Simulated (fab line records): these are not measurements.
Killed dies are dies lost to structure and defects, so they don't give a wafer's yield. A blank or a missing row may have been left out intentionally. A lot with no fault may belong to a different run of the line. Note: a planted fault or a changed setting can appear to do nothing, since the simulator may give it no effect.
Comparing a struck lot with a sound one | flow n5-finfet | 35 out of 1938 route steps
Sound: these wafers, L541.2, L541.4, L541.6. Struck: wafers L529.1, L529.5. (L529.3 of the same lot was not struck and is left out.) The cause comes at the end.
For every step that has rows: the tool of each side, followed by ch and its chambers, followed by its first start. Under that, the readings that differ: sound wafers | struck wafers | difference of the means | sigmas: that difference in standard deviations of wafers without a fault.
alike: readings whose means differ by less than 2 such deviations, and words and numbers that are the same on both sides. not compared: withheld readings, readings that some wafer has no value for, bounds like >300 that may hide the same value, and numbers for which the record gives no deviation and whose values overlap.
A row with sigmas, a row that says differs or no value, or rows on one side alone: a step with any of these is where the two part. When numbers do not overlap yet have no deviation, they are printed without sigmas and do not part them. Lack of a reading on every wafer of one side parts them only where that side has two or more wafers.

first, 9 steps without rows for these wafers: N5_BEOL_M15_COAT_60 (time 60 s, resist thk 89 nm); N5_BEOL_M15_COAT_22 (resist thk 800 nm); N5_BEOL_M15_EBR_24; N5_BEOL_M15_SOFTBAKE_23 (time 60 s); N5_BEOL_M15_EXPOSE_25 (exposes mask M15, target cd 400 nm); N5_BEOL_M15_PEB_26 (peb time 90 s); N5_BEOL_M15_DEVELOP_27 (develop time 45 s); N5_BEOL_M15_HARDBAKE_32 (time 120 s); N5_BEOL_M15_DESCUM_33 (chemistry O2, time 7.9 s).
N5_BEOL_M15_ETCH_61: etches BARC in N2/H2, target depth 89 nm, overetch 26.7 nm, time 67.9 s.
  sound on rie-diel-05 ch 0,1, day 16 12:45; struck on rie-diel-03 ch 3, day 14 07:27
  alike: bias-w, drypump-motor-current-A, oes-product-au, rf-fwd-power-W, rf-vpp-V, showerhead-plenum-p-Torr, throttle-valve-pct
  not compared: rf-hours-counter-h
then, 24 steps without rows for these wafers: N5_BEOL_M15_TRENCH_ETCH_34 (etches SiO2 in C4F8/O2/Ar, target depth 872.93 nm, time 199 s); N5_BEOL_M15_STRIP_36 (strips in O2); N5_BEOL_M15_STRIP_62 (strips in O2); N5_BEOL_M15_STRIP_37 (strips in O2); N5_BEOL_M15_ETCH_38 (etches SiCN in CF4/N2, target depth 106.4 nm, time 120.5 s); N5_BEOL_M15_PRECLEAN_39 (cleans in residue remover, time 60 s); N5_BEOL_M15_SRD_40 (time 30 s, dry time 30 s); N5_BEOL_M15_DEGAS_41 (time 60 s); N5_BEOL_M15_PRE_CLEAN_42 (time 30 s); N5_BEOL_M15_SPUTTER_43 (material TaN, target thk 15 nm, time 24.19 s); N5_BEOL_M15_SPUTTER_44 (material Ta, target thk 15 nm, time 24.19 s); N5_BEOL_M15_SPUTTER_45 (material Cu, target thk 100 nm, time 16.67 s); N5_BEOL_M15_ECD_47 (material Cu, target thk 1860 nm); N5_BEOL_M15_ANNEAL_48 (time 90 s); N5_BEOL_M15_CMP_49 (polishes, stops on SiO2, t overpolish 4.9 s, target thk 850 nm); N5_BEOL_M15_PRE_CLEAN_52 (time 15 s); N5_BEOL_M15_DEP_53 (deposits SiCN from 3MS/NH3, target thk 50 nm, time 17.8 s); N5_PASSIVATION_PECVD_00 (deposits SiO2 from SiH4/N2O, target thk 200 nm, time 11.2 s); N5_MIM_BOT_DEGAS_01 (time 60 s); N5_MIM_BOT_SPUTTER_00 (material TiN, target thk 35 nm, time 89.7 s); N5_MIM_TOP_ALD_00 (deposits Al2O3, purge time 3 s, co reactant pulse time 3 s); N5_MIM_TOP_ALD_01 (deposits HfO2, target thk 5.6 nm, pulse time 1 s, purge time 3 s); N5_MIM_TOP_ALD_02 (deposits Al2O3, purge time 3 s, co reactant pulse time 3 s); N5_MIM_TOP_DEGAS_04 (time 60 s).
N5_PASSIVATION_PROBE_49:
  rows exist in the record for the struck wafers here (prober-01, day 15 03:32), but not for the sound ones

== WHERE THEY PART ==
Only at N5_PASSIVATION_PROBE_49, within this record.

WHY: what the simulator had put in
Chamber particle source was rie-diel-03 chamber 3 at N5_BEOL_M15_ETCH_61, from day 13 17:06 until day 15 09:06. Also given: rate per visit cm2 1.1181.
